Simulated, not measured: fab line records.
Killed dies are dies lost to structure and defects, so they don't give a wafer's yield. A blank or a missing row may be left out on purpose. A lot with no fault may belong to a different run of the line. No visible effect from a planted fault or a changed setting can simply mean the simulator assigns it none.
Matching of chambers + flow nand harc + NHARC_P_CONTACT_CMP_01 on cmp-02: 4 sister chambers
The step polishes SiO2, target thk 200 nm. 8 wafers are shown with their chamber, then 7 later ones without.

## WAFERS, EACH WITH ITS CHAMBER
| wafer  | chamber | motor current A (A) |
|--------|---------|---------------------|
| L076.5 | 3       | 12.8                |
| L082.4 | 1       | 11.3                |
| L082.6 | 0       | 10.1                |
| L087.1 | 3       | 13.4                |
| L087.2 | 2       | 13.4                |
| L087.3 | 0       | 9.6                 |
| L090.1 | 2       | 14.4                |
| L090.2 | 1       | 11.2                |

## WAFERS WITHOUT THEIR CHAMBER
| wafer  | motor current A (A) |
|--------|---------------------|
| L090.4 | 9.9                 |
| L095.1 | 9.7                 |
| L095.3 | 11.0                |
| L095.6 | 8.8                 |
| L095.2 | 13.1                |
| L095.4 | 13.4                |
| L095.5 | 10.5                |

## WHICH CHAMBER EACH WENT THROUGH
| wafer  | from the rows above     | in truth |
|--------|-------------------------|----------|
| L090.4 | 0                       | 0        |
| L095.1 | 0                       | 0        |
| L095.3 | 1                       | 1        |
| L095.6 | 0                       | 0        |
| L095.2 | can't be placed: 3 or 2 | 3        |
| L095.4 | can't be placed: 3 or 2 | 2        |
| L095.5 | can't be placed: 0 or 1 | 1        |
Placed correctly: 4 of 7. Not placeable from these rows: 3 (in 3, the candidates include the true chamber). Wrongly placed: 0.
How it was worked out, from the rows above alone: a wafer's distance from a chamber is the root of the sum, over the readings, of the square of ((its reading less the chamber's mean) divided by the reading's scatter). If the next closest chamber is less than 2 further off than the closest, the wafer can't be placed; otherwise it belongs to the closest. Each chamber's mean is taken over the wafers shown for it. The scatter is the square root of a quotient: the sum, over the shown wafers, of each reading's squared deviation from its chamber's mean, divided by wafers minus chambers.
